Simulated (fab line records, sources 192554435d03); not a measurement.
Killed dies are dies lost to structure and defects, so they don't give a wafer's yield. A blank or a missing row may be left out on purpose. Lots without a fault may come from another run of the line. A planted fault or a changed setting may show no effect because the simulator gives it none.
fab line records | flow n5_finfet
record lots=4 wafers=12 last_day=17
route steps=1938 shown BEOL_M7@1325 BEOL_M8@1332
lots that met no fault: from a run of the same line without faults
start_h: hours from the record's first day to the start of the lot's first wafer shown | wait_h: hours since the lot's step before | " the same as in the row above | L1.1+2: a row that stands for several wafers | - no value, or no start given | * or withheld: withheld | < > ~ a bound
route shown NAME@n: a module of which the file shows steps, and the number in the route of the first | usual: mean/standard deviation of fault-free wafers | same: alike in all rows | chamber/n: place in a boat | sites: the reading at each site | _std_site: their standard deviation | _edge_site: outer sites' mean less inner sites' | radius_mm: how far each site lies from the wafer's centre | mask NAME#n: copy n | behind: the tool/chamber that last shaped the wafer | hold: why the lot was held/for how many hours/how that ended | device: the transistor (n, p or np) that didn't switch | end of line: the same wafers' tests at the end of the route | a step without rows: its recipe alone | killed: dies lost to structure and defects at the first sort, not the wafer's yield | map: a wafer's dies, x killed, . not, _ none there
set.NAME: the setting as run; set.NAME@STEP: as run at that earlier step | model.NAME: the simulator's own value behind a step, which no gauge read
lots at some steps of the route; a table a step, a row a wafer
services: from which hour (start_h, from the record's first day; less than 0 if before it) a tool's chamber was out of use, for how many hours, and why
## steps
# step N5_BEOL_M7_ANNEAL_51
# recipe temp_c=225 time_s=90 ambient=N2
# step N5_BEOL_M7_CMP_52
# recipe stop_on=SiCOH_lowk t_overpolish_s=6.9 down_force_psi=1 platen_rpm=50 clearing_platen_down_force_psi=1.5 clearing_platen_rpm=50 post_cmp_clean=cu_alkaline target_thk_nm=80 clearing_platen_pad_velocity_m_s=0.99484 pad_velocity_m_s=0.99484
# step N5_BEOL_M7_PRE_CLEAN_55
# recipe gas=NH3 time_s=15 temp_c=withheld rf_power_w=300
# step N5_BEOL_M7_DEP_56
# recipe material=SiCN target_thk_a=100 temp_c=withheld precursor=3MS/NH3 pressure_torr=3 rf_w=202 time_s=17.5
# step N5_BEOL_M8_ILD_DEP_00
# recipe material=SiCOH_lowk target_thk_a=1797.5 temp_c=300 precursor=DEMS/porogen pressure_torr=5 rf_w=500 time_s=33.4
# step N5_BEOL_M8_CURE_74
# recipe temp_c=385 time_s=240 ambient=He/Ar material=SiCOH_lowk
# step N5_BEOL_M8_PECVD_70
# recipe material=SiO2 target_thk_a=200 temp_c=400 precursor=TEOS/O2 pressure_torr=5.5 rf_w=450 teos_flow_sccm=53.8 gas=O2 flow_sccm=3000 time_s=22.7
# step N5_BEOL_M8_HM_DEP_02
# recipe material=TiN target_thk_a=200 temp_c=25 chamber_pressure_pa=0.49996
# step N5_BEOL_M8_COAT_59
# recipe resist=SOC temp_c=250 time_s=60 spin_rpm=1500 resist_thk_nm=100
# usual spin_speed_rpm=1500.0/0.97
# same time_s=60
# columns lot.wafer tool chamber start_h wait_h spin_speed_rpm model.SOC_of_BEOL_M8_COAT_59.thk_nm
L451.3 litho_track-04 0 199.49 0.1 1501.6 99.6
L451.5 " 0 " " 1500.6 99.6
L451.6 " 0 " " 1500.8 99.4
L470.2 litho_track-04 0 307.01 0.1 1169.4 113
L470.3 " 0 " " 1168.4 113.2
L470.6 " 0 " " 1169.8 113
L471.2 litho_track-04 0 324.71 0.1 1171.7 113.2
L471.3 " 0 " " 1167.8 113
L471.5 " 0 " " 1170.2 113
L473.2 litho_track-05 0 343.03 0.1 1500.6 99.8
L473.4 " 0 " " 1499.9 100
L473.6 " 0 " " 1499.0 99.8
# step N5_BEOL_M8_COAT_60
# recipe resist=SiARC temp_c=220 time_s=60 spin_rpm=1500 resist_thk_nm=35
# step N5_BEOL_M8_COAT_05
# recipe resist=CAR-ArF spin_rpm=1500 resist_thk_nm=90
# step N5_BEOL_M8_EBR_07
# recipe solvent=PGMEA ebr_width_mm=1.5
# step N5_BEOL_M8_SOFTBAKE_06
# recipe temp_c=110 time_s=60 resist=CAR-ArF
# step N5_BEOL_M8_EXPOSE_08
# recipe mask_id=M8 na=1.35 source_shape=dipole sigma_inner=0.817 sigma_outer=0.97 polarization=te dose_mj=68.25
# step N5_BEOL_M8_PEB_09
# recipe peb_temp_c=withheld peb_time_s=60 resist=CAR-ArF
# step N5_BEOL_M8_DEVELOP_10
# recipe develop_time_s=30 developer=TMAH resist=CAR-ArF rinse_liquid=diw dry=air_spin dev_temp_c=23
# step N5_BEOL_M8_DESCUM_16
# recipe chemistry=O2 time_s=7.9 source_power_w=50 bias_power_w=20 pressure_mtorr=20 rf_frequency_hz=2.712e+07 temp_c=40 resist=CAR-ArF o2_flow_sccm=225
# step N5_BEOL_M8_ETCH_61
# recipe chemistry=CF4 target=SiARC target_depth_a=455 mask_material=CAR-ArF time_s=75.8 ion_energy_ev=80 pressure_mtorr=40 source_w=545 bias_w=36 Ar_flow_sccm=100 cf4_flow_sccm=100 ends=cleared
# step N5_BEOL_M8_ETCH_62
# recipe chemistry=N2/H2 target=SOC target_depth_a=1100 overetch_a=220 mask_material=SiARC temp_c=40 time_s=165 ion_energy_ev=200 pressure_mtorr=30 source_w=840 bias_w=150 n2_flow_sccm=200 h2_flow_sccm=200
# usual drypump_motor_current_A=5.6/0.52 oes_product_au=0.66/0.071 rf_vpp_V=523.1/2.7 showerhead_plenum_p_Torr=2.51/0.093 throttle_valve_pct=17.92/0.24
# same time_s=165
# columns lot.wafer tool chamber start_h wait_h drypump_motor_current_A oes_product_au rf_hours_counter_h rf_vpp_V showerhead_plenum_p_Torr throttle_valve_pct model.etch.depth_nm
L451.3 rie_diel-06 0 200.01 0.0 6.4 0.57 248 521.6 2.51 18.17 99.59
L451.5 " 1 " " 5.6 0.61 - 516.8 2.31 17.91 99.52
L451.6 " 0 " " 6.4 0.57 - 523.2 2.51 18.19 99.44
L470.2 rie_diel-06 2 307.63 0.0 5.6 0.76 64 527.3 2.56 17.51 112.9
L470.3 " 0 " " 6.4 0.84 30 523.0 2.50 17.83 113.2
L470.6 " 1 " " 5.6 0.63 - 517.6 2.30 17.99 112.9
L471.2 rie_diel-06 1 325.34 0.0 5.6 0.63 235 517.7 2.29 18.00 113.1
L471.3 " 2 " " 5.6 0.75 71 524.6 2.55 17.53 112.9
L471.5 " 1 " " 5.6 0.63 - 516.3 2.29 18.00 113
L473.2 rie_diel-06 0 343.58 0.0 6.5 0.75 43 523.7 2.49 17.84 99.74
L473.4 " 1 " " 5.6 0.58 243 517.8 2.29 18.01 100
L473.6 " 3 " " 5.1 0.69 - 523.2 2.47 17.77 99.73
# step N5_BEOL_M8_STRIP_68
# recipe chemistry=N2/H2 temp_c=40 n2_flow_sccm=200 h2_flow_sccm=200 rf_frequency_hz=6e+07
# step N5_BEOL_M8_STRIP_67
# recipe chemistry=CF4 resist=SiARC power_w=300 bias_power_w=75 pressure_mtorr=50 cf4_flow_sccm=150 rf_frequency_hz=6e+07
# step N5_BEOL_M8_HM_OPEN_17
# recipe chemistry=Cl2/BCl3 target_depth_a=200 overetch_a=60 target=TiN mask_material=SOC ion_energy_ev=150 pressure_mtorr=10 icp_w=1000 bias_w=126 Cl2_flow_sccm=53.25 bcl3_flow_sccm=21.75 Ar_flow_sccm=25
# usual drypump_motor_current_A=5.5/0.31 he_backside_leak_sccm=3.3/0.44 mfc_ar_sccm=25.00/0.075 oes_ar_750_au=0.81/0.06 oes_product_au=0.69/0.05 throttle_valve_pct=22.02/0.15
# columns lot.wafer tool chamber start_h wait_h drypump_motor_current_A he_backside_leak_sccm mfc_ar_sccm oes_ar_750_au oes_product_au rf_hours_counter_h throttle_valve_pct model.SOC_of_BEOL_M8_COAT_59.thk_nm
L451.3 rie_metal-01 1 200.22 0.1 5.2 3.2 24.99 0.80 0.68 - 22.22 92
L451.5 " 1 " " 5.2 3.3 25.02 0.79 0.69 - 22.23 91.8
L451.6 " 0 " " 5.3 3.6 25.11 0.85 0.74 - 22.01 91.6
L470.2 rie_metal-03 1 307.82 0.0 5.1 3.1 25.03 0.88 0.72 20 21.85 104.6
L470.3 " 1 " " 5.2 3.1 25.08 0.87 0.71 - 21.86 104.8
L470.6 " 0 " " 6.0 4.5 25.04 0.72 0.61 - 22.11 105
L471.2 rie_metal-02 0 325.52 0.0 5.5 3.4 24.88 0.75 0.63 58 21.85 105.2
L471.3 " 0 " " 5.5 3.5 24.96 0.75 0.64 - 21.86 105
L471.5 " 0 " " 5.5 3.3 24.99 0.76 0.63 - 21.84 105
L473.2 rie_metal-03 0 343.77 0.0 6.0 3.1 25.01 0.71 0.60 75 22.11 91.8
L473.4 " 1 " " 5.1 3.2 24.99 0.86 0.70 - 21.85 91.6
L473.6 " 0 " " 6.0 3.2 25.00 0.71 0.61 - 22.11 91.8
# step N5_BEOL_M8_STRIP_19
# recipe chemistry=O2 power_w=400 temp_c=40 pressure_mtorr=30 rf_frequency_hz=6e+07 bias_power_w=0 overash_fraction=0.2 o2_flow_sccm=225
## services
# columns tool chamber start_h hours kind
rie_metal-01 - 204.00 0.5 repair
rie_diel-06 0 204.57 - clean
rie_diel-06 0 204.57 - consumable_replace:focus_ring
rie_diel-06 0 204.57 14.5 scheduled_down
rie_diel-06 0 204.57 14.5 vent_cycle
rie_diel-06 - 226.50 4.3 pm
rie_diel-06 2 244.62 10.0 repair
rie_metal-02 - 281.58 1.0 repair
rie_metal-02 - 293.50 1.4 pm
rie_metal-01 - 311.40 1.4 pm
## key
first_sign step=N5_BEOL_M8_COAT_59 reading=spin_speed_rpm direction=down sigmas=99+ usual=* struck=*
effect none on later readings
model_effect step=N5_BEOL_M8_COAT_59 value=SOC_of_BEOL_M8_COAT_59.thk_nm without=99.87 struck=113.1
model_effect step=N5_BEOL_M8_ETCH_62 value=etch.depth_nm without=99.81 struck=113
model_effect step=N5_BEOL_M8_HM_OPEN_17 value=SOC_of_BEOL_M8_COAT_59.thk_nm without=91.73 struck=104.9
met_at N5_BEOL_M8_COAT_59
struck_wafers L470.2,L470.3,L470.6,L471.2,L471.3,L471.5
onset_between 199.49 307.01
fault kind=process_parameter_drift tool=litho_track-04 chamber=- onset_h=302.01 steps=N5_BEOL_M8_COAT_59 channel=spin_rpm offset=* shape=step end_h=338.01 acts_in=* stated=*
